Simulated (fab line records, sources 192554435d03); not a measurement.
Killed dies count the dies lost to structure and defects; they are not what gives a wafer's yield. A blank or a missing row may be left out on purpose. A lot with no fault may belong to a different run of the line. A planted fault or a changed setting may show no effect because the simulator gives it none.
fab line records | flow n5-finfet
[record] lots = 10 wafers = 30 last-day = 15
route steps=1938 shown PMOS_HMC_CHANNEL_EPI@78 BEOL_M4@1088 PASSIVATION@1936
lots that met no fault: taken from a fault-free run of the same line
start-h: the number of hours between the record's first day and the start of the first shown wafer of the lot | wait-h: hours since the lot's step before | " as in the row above | L1.1+2: a single row standing in for several wafers | - value missing, or start not given | * or withheld: withheld | < > ~ a bound
route shown NAME@n: NAME is a module with steps in the file, n the number in the route of the first one | usual: mean/standard deviation of fault-free wafers | same: alike in all rows | chamber/n: place in a boat | sites: per-site readings | _std_site: their standard deviation | _edge_site: inner sites' mean taken away from outer sites' mean | radius-mm: how far each site lies from the wafer's centre | mask NAME#n: copy n | behind: the last tool/chamber to shape the wafer | hold: the reason the lot was held/the length of the hold in hours/how it ended | device: the n, p or np transistor that did not switch | end of line: tests of these same wafers at the route's end | a step without rows: its recipe alone | killed: not the wafer's yield, but the dies lost to structure and defects at the first sort | map: per-die view of a wafer (x killed, . not killed, _ where there is no die)
set.NAME: the setting the step ran with; set.NAME@STEP: the setting that earlier step ran with | model.NAME: the simulator's own value behind a step, which no gauge read
a sample of lots followed through the steps of the route, with each step as a table and each wafer as a row
services: from which hour (start-h, from the record's first day; less than 0 if before it) a tool's chamber was out of use, for how many hours, and why
[[steps]]
[step N5_PMOS_HMC_CHANNEL_EPI_EPI_20]
[recipe] material = SiGe30 mask-material = SiO2 pressure-torr = 20 target-thk-a = 590 temp-c = 600
// columns lot.wafer tool chamber start-h wait-h
L526.2+3+4 epi-rpcvd-04 0 18.67 0.2
L528.1+3+4 epi-rpcvd-02 0 30.10 0.0
L529.1+4+6 epi-rpcvd-02 0 36.44 0.0
L530.1+3+6 epi-rpcvd-03 0 42.23 0.0
L532.1+2+4 epi-rpcvd-02 0 53.97 0.0
L534.1+2+6 epi-rpcvd-03 0 67.33 0.0
L536.1+3+6 epi-rpcvd-02 0 77.98 0.0
L537.2+3+6 epi-rpcvd-02 0 83.92 0.2
L538.2+3+4 epi-rpcvd-02 0 90.63 0.2
L541.1+5+6 epi-rpcvd-02 0 108.13 0.0
[step N5_BEOL_M4_SPUTTER_81]
[recipe] material = Cu target-thk-a = 45 temp-c = -20 chamber-pressure-pa = 0.07 power-w = withheld time-s = 8.29
[usual] throttle-valve-pct = 30.1/1.3
// columns lot.wafer tool chamber start-h wait-h throttle-valve-pct
L526.2 pvd-sputter-01 - 156.20 0.1 29.2
L526.3 " - " " 30.1
L526.4 " - " " 30.8
L528.1 pvd-sputter-03 - 170.76 0.1 28.3
L528.3 " - " " 30.3
L528.4 " - " " 30.4
L529.1 pvd-sputter-01 - 172.75 0.1 29.8
L529.4 " - " " 29.1
L529.6 " - " " 31.2
L530.1 pvd-sputter-01 - 175.75 0.1 31.0
L530.3 " - " " 30.1
L530.6 " - " " 31.4
L532.1 pvd-sputter-03 - 193.90 0.1 29.8
L532.2 " - " " 30.2
L532.4 " - " " 32.4
L534.1 pvd-sputter-02 - 216.40 0.1 31.3
L534.2 " - " " 30.1
L534.6 " - " " 27.7
L536.1 pvd-sputter-03 - 235.19 0.1 28.2
L536.3 " - " " 29.6
L536.6 " - " " 28.3
L537.2 pvd-sputter-03 - 237.71 0.1 28.3
L537.3 " - " " 30.1
L537.6 " - " " 32.7
L538.2 pvd-sputter-02 - 241.69 0.1 31.3
L538.3 " - " " 30.1
L538.4 " - " " 28.1
L541.1 pvd-sputter-03 - 248.48 0.1 28.3
L541.5 " - " " 29.9
L541.6 " - " " 32.4
[step N5_BEOL_M4_SPUTTER_94]
[recipe] material = Cu target-thk-a = 45 temp-c = -20 chamber-pressure-pa = 0.07 power-w = withheld time-s = 8.29
[usual] throttle-valve-pct = 30.1/1.3
// columns lot.wafer tool chamber start-h wait-h throttle-valve-pct
L526.2 pvd-sputter-01 - 157.30 0.1 29.0
L526.3 " - " " 29.8
L526.4 " - " " 31.1
L528.1 pvd-sputter-03 - 171.86 0.1 28.6
L528.3 " - " " 30.3
L528.4 " - " " 30.2
L529.1 pvd-sputter-01 - 173.85 0.1 29.9
L529.4 " - " " 29.1
L529.6 " - " " 31.2
L530.1 pvd-sputter-01 - 176.85 0.1 31.2
L530.3 " - " " 30.1
L530.6 " - " " 31.1
L532.1 pvd-sputter-03 - 195.00 0.1 29.7
L532.2 " - " " 30.1
L532.4 " - " " 31.9
L534.1 pvd-sputter-02 - 217.50 0.1 31.3
L534.2 " - " " 29.9
L534.6 " - " " 27.8
L536.1 pvd-sputter-03 - 236.29 0.1 28.2
L536.3 " - " " 29.6
L536.6 " - " " 28.2
L537.2 pvd-sputter-03 - 238.81 0.1 28.2
L537.3 " - " " 30.4
L537.6 " - " " 32.3
L538.2 pvd-sputter-02 - 242.79 0.1 31.3
L538.3 " - " " 29.8
L538.4 " - " " 27.9
L541.1 pvd-sputter-03 - 249.58 0.1 28.6
L541.5 " - " " 29.9
L541.6 " - " " 32.1
[step N5_BEOL_M4_CMP_52]
[recipe] stop-on = SiOC t-overpolish-s = 6.8 down-force-psi = 1 platen-rpm = 50 clearing-platen-down-force-psi = 1.5 clearing-platen-rpm = 50 post-cmp-clean = cu-alkaline target-thk-nm = 40 clearing-platen-pad-velocity-m-s = 0.99484 pad-velocity-m-s = 0.99484
[usual] barrier-field-endpoint-s = 24.4/0.69 edge-zone-pressure-frac = 0.999/0.0048 motor-current-A = 5.8/0.47 overpolish-run-s = 6.801/0.0083 time-to-endpoint-s = 62/3.9
// columns lot.wafer tool chamber start-h wait-h barrier-field-endpoint-s edge-zone-pressure-frac motor-current-A overpolish-run-s time-to-endpoint-s
L526.2 cmp-04 0 158.02 0.2 25.0 0.997 5.9 6.802 66
L526.3 " 1 " " 25.1 1.001 6.8 6.804 67
L526.4 " 2 " " 24.4 0.997 5.9 6.804 58
L528.1 cmp-02 0 172.82 0.3 23.9 0.995 5.2 6.800 59
L528.3 " 1 " " 24.9 1.009 5.6 6.801 65
L528.4 " 3 " " 24.6 1.000 6.5 6.805 66
L529.1 cmp-04 2 174.56 0.3 24.0 0.999 5.5 6.815 57
L529.4 " 0 " " 24.5 1.000 5.8 6.809 62
L529.6 " 3 " " 23.9 0.993 5.7 6.797 58
L530.1 cmp-01 3 177.60 0.3 23.7 1.000 6.7 6.803 60
L530.3 " 1 " " 24.3 1.008 5.5 6.790 60
L530.6 " 2 " " 25.3 1.001 5.6 6.796 67
L532.4 cmp-04 3 195.71 0.1 22.9 1.003 5.5 6.798 58
L532.2 " 0 " " 23.7 1.002 6.0 6.788 62
L532.1 " 2 " " 23.0 0.994 5.6 6.799 58
L534.2 cmp-04 0 218.21 0.2 24.3 0.999 5.6 6.790 56
L534.1 " 2 " " 23.3 1.002 5.8 6.808 54
L534.6 " 1 " " 24.6 1.010 6.4 6.800 62
L536.3 cmp-02 3 237.04 0.2 24.5 0.999 6.2 6.809 69
L536.1 " 1 " " 24.9 1.000 5.5 6.807 68
L536.6 " 2 " " 24.3 1.001 5.8 6.803 67
L537.3 cmp-02 2 239.56 0.2 25.5 0.989 6.1 6.794 67
L537.2 " 0 " " 24.5 0.992 5.1 6.822 62
L537.6 " 1 " " 25.7 1.003 5.3 6.795 70
L538.4 cmp-04 1 243.51 0.1 24.6 1.004 6.8 6.794 63
L538.2 " 3 " " 24.1 0.997 5.6 6.789 61
L538.3 " 0 " " 24.2 1.000 5.9 6.796 63
L541.1 cmp-01 2 250.34 0.3 25.2 0.997 5.5 6.803 67
L541.5 " 1 " " 24.7 0.993 5.8 6.797 59
L541.6 " 2 " " 25.6 0.988 5.9 6.802 67
[step N5_BEOL_M4_RC_MEAS_101]
[usual] DIBL_N = 36.2/1.7 DIBL_P = 36.2/2.2 IOFF_N = 0.16/0.035 IOFF_P = 0.21/0.042 IOFF_P_85C = 3.6/0.61 IOFF_P_LIN = 0.099/0.016 IOFF_P_LONG = 0.000106/8.7e-06 ION_N = 673/13 ION_P = 462/7.9 SS_N = 71.4/0.59 SS_P = 73.2/0.7 VT_N = 250/3.6 VT_P = -251/3.5 VT_P_LONG = -275.2/2.8 VT_P_LVT = -99/3.6
// columns lot.wafer tool chamber start-h wait-h DIBL_N[mV/V] DIBL_P[mV/V] IOFF_N[nA/um] IOFF_P[nA/um] IOFF_P_85C[nA/um] IOFF_P_LIN[nA/um] IOFF_P_LONG[nA/um] ION_N[uA/um] ION_P[uA/um] SS_N[mV/dec] SS_P[mV/dec] VT_N[mV] VT_P[mV] VT_P_LONG[mV] VT_P_LVT[mV]
L526.2 prober-01 0 158.81 0.2 39.5 39.9 0.20 0.24 4.1 0.107 9.8e-05 672 458 72.9 74.6 248 -248 -275.7 -101
L526.3 " 0 " " 37.5 36.7 0.17 0.20 3.6 0.094 9.7e-05 681 461 71.9 74.5 253 -251 -277.2 -103
L526.4 " 0 " " 34.2 33.5 0.11 0.15 2.8 0.076 9.6e-05 642 443 71.0 72.4 256 -256 -274.2 -106
L528.1 prober-01 0 173.48 0.0 33.7 35.2 0.14 0.21 3.6 0.104 0.000109 667 469 70.5 72.9 252 -250 -273.8 -97
L528.3 " 0 " " 35.4 37.1 0.16 0.23 4.0 0.112 0.000112 674 473 71.1 73.2 250 -248 -274.4 -96
L528.4 " 0 " " 35.9 37.6 0.18 0.23 4.0 0.111 0.00011 682 473 71.9 74.0 248 -250 -274.7 -96
L529.1 prober-02 0 175.22 0.0 36.6 37.7 0.20 0.26 4.4 0.117 0.000118 688 468 72.1 73.4 243 -246 -271.8 -95
L529.4 " 0 " " 39.1 41.7 0.27 0.34 5.5 0.143 0.000122 713 482 71.7 74.9 240 -244 -269.9 -90
L529.6 " 0 " " 39.0 41.1 0.27 0.34 5.6 0.145 0.000121 696 476 72.7 74.9 240 -243 -270.4 -90
L530.1 prober-02 0 178.17 0.0 35.5 34.9 0.14 0.19 3.4 0.097 0.000115 667 464 70.9 73.4 251 -251 -273.9 -98
L530.3 " 0 " " 34.1 33.8 0.12 0.18 3.2 0.093 0.000117 673 467 70.8 72.8 250 -254 -270.5 -98
L530.6 " 0 " " 36.4 35.9 0.17 0.21 3.7 0.104 0.000114 689 467 71.2 72.6 247 -250 -273.2 -96
L532.1 prober-01 0 196.32 0.0 35.6 38.0 0.17 0.21 3.6 0.095 9.9e-05 681 456 71.0 72.9 252 -250 -277.2 -100
L532.2 " 0 " " 34.7 36.0 0.14 0.18 3.3 0.087 9.9e-05 662 454 71.7 73.0 250 -253 -278.2 -101
L532.4 " 0 " " 38.1 39.9 0.20 0.23 4.0 0.103 9.6e-05 681 458 71.8 74.0 249 -251 -278.0 -99
L534.1 prober-01 0 218.85 0.0 35.0 34.7 0.13 0.21 3.6 0.104 0.000112 654 466 71.3 72.4 254 -251 -270.9 -99
L534.2 " 0 " " 37.7 37.1 0.17 0.25 4.1 0.117 0.000119 668 464 71.3 73.0 250 -247 -272.7 -97
L534.6 " 0 " " 35.9 35.6 0.14 0.24 4.0 0.117 0.000116 655 464 70.4 72.9 252 -247 -270.4 -97
L536.1 prober-01 0 237.61 0.0 36.3 36.0 0.15 0.20 3.4 0.094 9.3e-05 673 459 71.0 73.7 253 -253 -277.4 -103
L536.3 " 0 " " 38.6 38.3 0.20 0.24 4.0 0.108 9.2e-05 670 456 71.4 74.2 248 -251 -279.7 -100
L536.6 " 0 " " 37.6 36.5 0.17 0.21 3.5 0.098 9.5e-05 671 462 72.3 73.1 248 -250 -277.4 -103
L537.2 prober-01 0 240.28 0.2 33.6 32.4 0.11 0.16 2.9 0.080 0.000101 655 450 70.5 71.7 251 -253 -274.8 -102
L537.3 " 0 " " 35.7 35.6 0.14 0.21 3.7 0.098 0.000104 661 459 70.5 73.2 249 -251 -275.5 -99
L537.6 " 0 " " 33.9 32.6 0.11 0.17 3.0 0.082 0.000103 666 455 70.8 73.0 255 -253 -273.5 -103
L538.2 prober-02 0 244.27 0.2 35.3 33.1 0.12 0.44 7.0 0.228 0.000261 662 509 70.2 72.3 255 -226 -245.4 -75
L538.3 " 0 " " 37.7 36.2 0.16 0.52 8.0 0.253 0.000258 686 511 71.1 73.4 249 -225 -244.2 -73
L538.4 " 0 " " 37.8 37.7 0.16 0.59 8.9 0.276 0.000254 677 518 72.0 72.8 250 -223 -246.0 -71
L541.1 prober-02 0 250.91 0.0 36.0 35.3 0.17 0.59 8.5 0.286 0.000311 684 519 71.8 73.4 251 -222 -240.5 -68
L541.5 " 0 " " 33.5 32.5 0.12 0.49 7.3 0.250 0.00032 668 516 70.9 72.6 255 -223 -241.4 -70
L541.6 " 0 " " 37.8 37.0 0.20 0.71 9.9 0.324 0.000313 684 517 71.9 73.9 247 -218 -240.0 -66
[step N5_PASSIVATION_PROBE_49]
[usual] defect-limited-yield = 91.4/1.4 killed_at_M0_to_M3 = 31/10 killed_at_M4_up = 14/5.6 killed-at-contacts = 13/6.3 killed-at-front-end = 39/10 killed-at-other = 4/3.1 killed-dies = 101/16 killed-open = 65/13 killed-short = 34/7.2 sort_bin_4_leakage = 0.00/0.007 sort_bin_5_function = 5.1/0.88 sort_bin_6_memory = 3.2/0.66 sort-n-pass = 1079/16 sort-yield-pct = 91.4/1.4
[same] gross-dies = 1180 killed-at-back-side = 0 sort_bin_8_speed[%] = 0
// columns lot.wafer tool chamber start-h wait-h defect-limited-yield[%] killed_at_M0_to_M3 killed_at_M4_up killed-at-contacts killed-at-front-end killed-at-other killed-dies killed-open killed-short sort_bin_4_leakage[%] sort_bin_5_function[%] sort_bin_6_memory[%] sort-n-pass sort-yield-pct[%]
L534.1 prober-02 - 325.07 0.0 91.8 43 8 7 38 1 97 57 40 0 5.0 3.0 1083 91.8
L534.2 prober-02 - 325.12 0.1 90.7 37 13 8 50 2 110 64 45 0 5.0 3.3 1070 90.7
L534.6 prober-02 - 325.32 0.3 91.4 22 11 7 48 13 101 55 44 0 5.3 2.6 1079 91.4
L537.2 prober-01 - 340.85 0.1 93.1 22 13 11 33 3 82 45 35 0 3.8 2.9 1098 93.1
L537.3 prober-01 - 340.90 0.1 89.0 38 33 2 54 3 130 90 39 0 6.9 3.5 1050 89.0
L537.6 prober-01 - 341.05 0.3 87.8 52 17 17 57 1 144 99 44 0 7.3 4.2 1036 87.8
L538.2 prober-01 - 346.59 0.1 91.8 33 11 17 32 4 97 57 40 3.14 5.0 3.0 1046 88.6
L538.3 prober-01 - 346.64 0.1 88.9 55 21 18 37 0 131 81 47 15.93 6.9 3.6 861 73.0
L538.4 prober-01 - 346.69 0.2 91.5 36 14 19 27 4 100 68 29 35.42 5.9 2.3 662 56.1
L541.1 prober-01 - 362.12 0.0 92.0 21 21 15 36 1 94 57 33 22.80 4.5 3.2 817 69.2
L541.5 prober-01 - 362.32 0.2 91.9 30 17 13 33 3 96 65 29 3.14 4.9 2.6 1047 88.7
L541.6 prober-01 - 362.37 0.3 92.1 22 20 15 36 0 93 64 26 54.83 5.2 2.5 440 37.3
// killed by level:class
L534.1 GATE_CUT:geometric-particle:short=12 BEOL_M2:geometric-particle:open=10 BEOL_M4:geometric-particle:open=6 GATE_CUT:geometric-particle:open=6 BEOL_M3:geometric-particle:open=6 BEOL_M0_SAQP:geometric-particle:short=5 BEOL_M0_SAQP:geometric-particle:open=5 BEOL_M0:geometric-particle:short=4
L534.2 BEOL_M2:geometric-particle:open=13 STI_FIN_REVEAL:geometric-particle:open=10 GATE_CUT:geometric-particle:short=10 BEOL_M0_SAQP:geometric-particle:open=7 FIN_SAQP:geometric-particle:short=5 FIN_SAQP:geometric-particle:open=5 BEOL_M0_SAQP:geometric-particle:short=5 MOL_CONTACT_COAG:geometric-particle:open=5
L534.6 FIN_SAQP:geometric-particle:short=9 BEOL_M0_SAQP:geometric-particle:short=9 MOL_CONTACT_COAG:geometric-particle:open=7 FIN_SAQP:geometric-particle:open=6 GATE_CUT:geometric-particle:short=6 BEOL_M0_SAQP:geometric-particle:open=6 STI_FIN_REVEAL:geometric-particle:open=5 PASS1_DEP:geometric-particle:open=5
L537.2 FIN_SAQP:geometric-particle:short=9 MOL_CONTACT_COAG:geometric-particle:open=8 BEOL_M1:geometric-particle:open=7 BEOL_M4:geometric-particle:open=7 STARTING-WAFER:geometric-particle:short=6 DUMMY_GATE:geometric-particle:open=5 FIN_SAQP:geometric-particle:open=4 BEOL_M0_SAQP:geometric-particle:short=4
L537.3 BEOL_M4:geometric-particle:open=21 FIN_SAQP:geometric-particle:open=13 BEOL_M1:geometric-particle:open=12 FIN_SAQP:geometric-particle:short=11 GATE_CUT:geometric-particle:open=8 GATE_CUT:geometric-particle:short=6 BEOL_M0:geometric-particle:open=6 BEOL_M3:geometric-particle:open=6
L537.6 FIN_SAQP:geometric-particle:open=15 BEOL_M1:geometric-particle:open=14 STI_FIN_REVEAL:geometric-particle:open=12 MOL_CONTACT_COAG:geometric-particle:open=11 BEOL_M2:geometric-particle:open=9 BEOL_M4:geometric-particle:open=9 BEOL_M3:geometric-particle:open=8 FIN_SAQP:geometric-particle:short=7
L538.2 BEOL_M0_SAQP:geometric-particle:short=13 MOL_CONTACT_COAG:geometric-particle:open=12 BEOL_M4:geometric-particle:open=8 FIN_SAQP:geometric-particle:open=7 BEOL_M0:geometric-particle:open=7 FIN_SAQP:geometric-particle:short=6 STI_FIN_REVEAL:geometric-particle:open=6 MOL_CONTACT_COAG:geometric-particle:short=5
L538.3 BEOL_M0_SAQP:geometric-particle:short=16 MOL_CONTACT_COAG:geometric-particle:open=16 FIN_SAQP:geometric-particle:short=12 BEOL_M0_SAQP:geometric-particle:open=10 BEOL_M3:geometric-particle:open=9 BEOL_M4:geometric-particle:open=9 STI_FIN_REVEAL:geometric-particle:open=7 BEOL_M5:geometric-particle:open=5
L538.4 MOL_CONTACT_COAG:geometric-particle:open=15 FIN_SAQP:geometric-particle:open=8 BEOL_M0_SAQP:geometric-particle:short=8 BEOL_M0_SAQP:geometric-particle:open=7 FIN_SAQP:geometric-particle:short=6 BEOL_M0:geometric-particle:open=6 STI_FIN_REVEAL:geometric-particle:open=4 BEOL_M1:geometric-particle:short=4
L541.1 MOL_CONTACT_COAG:geometric-particle:open=10 BEOL_M4:geometric-particle:open=8 DUMMY_GATE:geometric-particle:short=6 DUMMY_GATE:geometric-particle:open=6 GATE_CUT:geometric-particle:short=6 BEOL_M0_SAQP:geometric-particle:open=6 MOL_CONTACT_COAG:geometric-particle:short=5 BEOL_M3:geometric-particle:short=5
L541.5 MOL_CONTACT_COAG:geometric-particle:open=10 FIN_SAQP:geometric-particle:open=9 BEOL_M0_SAQP:geometric-particle:open=7 BEOL_M0_SAQP:geometric-particle:short=7 BEOL_M1:geometric-particle:open=6 BEOL_M5:geometric-particle:open=6 FIN_SAQP:geometric-particle:short=4 STI_FIN_REVEAL:geometric-particle:open=4
L541.6 BEOL_M4:geometric-particle:open=11 MOL_CONTACT_COAG:geometric-particle:open=10 FIN_SAQP:geometric-particle:open=8 DUMMY_GATE:geometric-particle:open=6 BEOL_M3:geometric-particle:short=6 MOL_CONTACT_COAG:geometric-particle:short=5 BEOL_M0_SAQP:geometric-particle:open=5 BEOL_M3:geometric-particle:open=5
[[services]]
// columns tool chamber start-h hours kind
cmp-02 - 14.66 1.3 repair
cmp-01 - 24.83 1.5 repair
cmp-04 - 32.82 3.9 repair
cmp-02 - 46.30 7.5 pm
cmp-01 - 59.72 8.0 pm
cmp-04 - 82.49 5.3 pm
cmp-04 - 88.90 2.5 repair
pvd-sputter-02 - 96.25 1.8 repair
cmp-02 - 98.90 5.3 pm
pvd-sputter-03 - 101.23 1.1 repair
epi-rpcvd-04 - 104.46 1.0 repair
cmp-01 - 122.54 4.0 pm
cmp-01 - 126.54 - consumable-replace:conditioner
cmp-01 - 126.54 - consumable-replace:pad
epi-rpcvd-04 - 149.59 14.6 pm
epi-rpcvd-04 - 203.58 8.1 pm
cmp-04 - 206.72 4.0 pm
cmp-04 - 210.72 - consumable-replace:conditioner
cmp-04 - 210.72 - consumable-replace:pad
cmp-04 - 211.32 2.4 repair
cmp-04 - 220.99 1.0 repair
cmp-01 - 232.31 3.4 repair
cmp-02 - 250.35 4.0 pm
[[key]]
[first-sign] step = N5_BEOL_M4_RC_MEAS_101 reading = IOFF_P_LONG direction = up sigmas = 21 usual = 0.000106 struck = 0.000286
[effect] step = N5_BEOL_M4_RC_MEAS_101 reading = VT_P_LONG direction = up sigmas = 11 usual = -275.2 struck = -242.9
[effect] step = N5_BEOL_M4_RC_MEAS_101 reading = IOFF_P_LIN direction = up sigmas = 11 usual = 0.099 struck = 0.270
[effect] step = N5_BEOL_M4_RC_MEAS_101 reading = IOFF_P direction = up sigmas = 8.2 usual = 0.21 struck = 0.56
[effect] step = N5_BEOL_M4_RC_MEAS_101 reading = VT_P_LVT direction = up sigmas = 8.1 usual = -99 struck = -70
[effect] step = N5_BEOL_M4_RC_MEAS_101 reading = VT_P direction = up sigmas = 8 usual = -251 struck = -223
[effect] step = N5_BEOL_M4_RC_MEAS_101 reading = IOFF_P_85C direction = up sigmas = 7.7 usual = 3.6 struck = 8.3
[effect] step = N5_BEOL_M4_RC_MEAS_101 reading = ION_P direction = up sigmas = 6.8 usual = 462 struck = 515
[effect] step = N5_PASSIVATION_PROBE_49 reading = sort_bin_4_leakage direction = up sigmas = 99+ usual = 0.00 struck = 22.54
met-at N5_PMOS_HMC_CHANNEL_EPI_EPI_20
struck-lots L538,L541
not-acting-at N5_BEOL_M4_SPUTTER_81,N5_BEOL_M4_SPUTTER_94,N5_BEOL_M4_CMP_52
onset-between 83.92 90.63
also-fits time
[fault] kind = process-parameter-drift tool = epi-rpcvd-02 chamber = - onset-h = 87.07 steps = N5_PMOS_HMC_CHANNEL_EPI_EPI_20 channel = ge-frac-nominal offset = 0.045 shape = step end-h = 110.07 stated = 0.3
